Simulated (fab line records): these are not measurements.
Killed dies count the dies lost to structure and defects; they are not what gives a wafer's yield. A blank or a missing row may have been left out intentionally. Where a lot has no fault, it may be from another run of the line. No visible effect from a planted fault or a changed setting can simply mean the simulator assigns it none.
Matching of chambers -- flow nand_harc -- NHARC_THIN_TSV_CMP_01 on cmp-01 has 4 sister chambers
The step polishes. 4 wafers are shown with their chamber, then 7 later ones without.

== WAFERS WITH THEIR CHAMBER ==
wafer,chamber,motor_current_A (A)
L297.5,0,13.2
L300.3,3,12.8
L303.4,2,13.2
L303.5,1,9.9

== WAFERS WITHOUT THEIR CHAMBER ==
wafer,motor_current_A (A)
L303.6,12.6
L304.2,14.0
L304.4,12.1
L304.5,9.9
L312.1,13.5
L312.3,10.2
L312.6,13.8

== WHICH CHAMBER EACH ONE RAN IN ==
wafer,from the rows above,in truth
L303.6,can't be placed: 3 or 0 or 2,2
L304.2,can't be placed: 0 or 2 or 3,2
L304.4,can't be placed: 3 or 0 or 2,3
L304.5,1,1
L312.1,can't be placed: 0 or 2 or 3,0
L312.3,1,1
L312.6,can't be placed: 0 or 2 or 3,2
Placed correctly: 2 of 7. Cannot be placed on the basis of these rows: 5; the candidates contain the true chamber in 5. Placed wrongly: 0.
How it was worked out, from the rows above alone: a wafer's distance from a chamber is the root of the sum, over the readings, of the square of ((its reading less the chamber's mean) divided by the reading's scatter). If the next closest chamber is less than 2 further off than the closest, the wafer can't be placed; otherwise it belongs to the closest. A chamber's mean is the mean of its shown wafers. The scatter (one wafer shown for each chamber): square how far every hidden wafer sits from the nearest shown wafer, average those squares and take the square root.
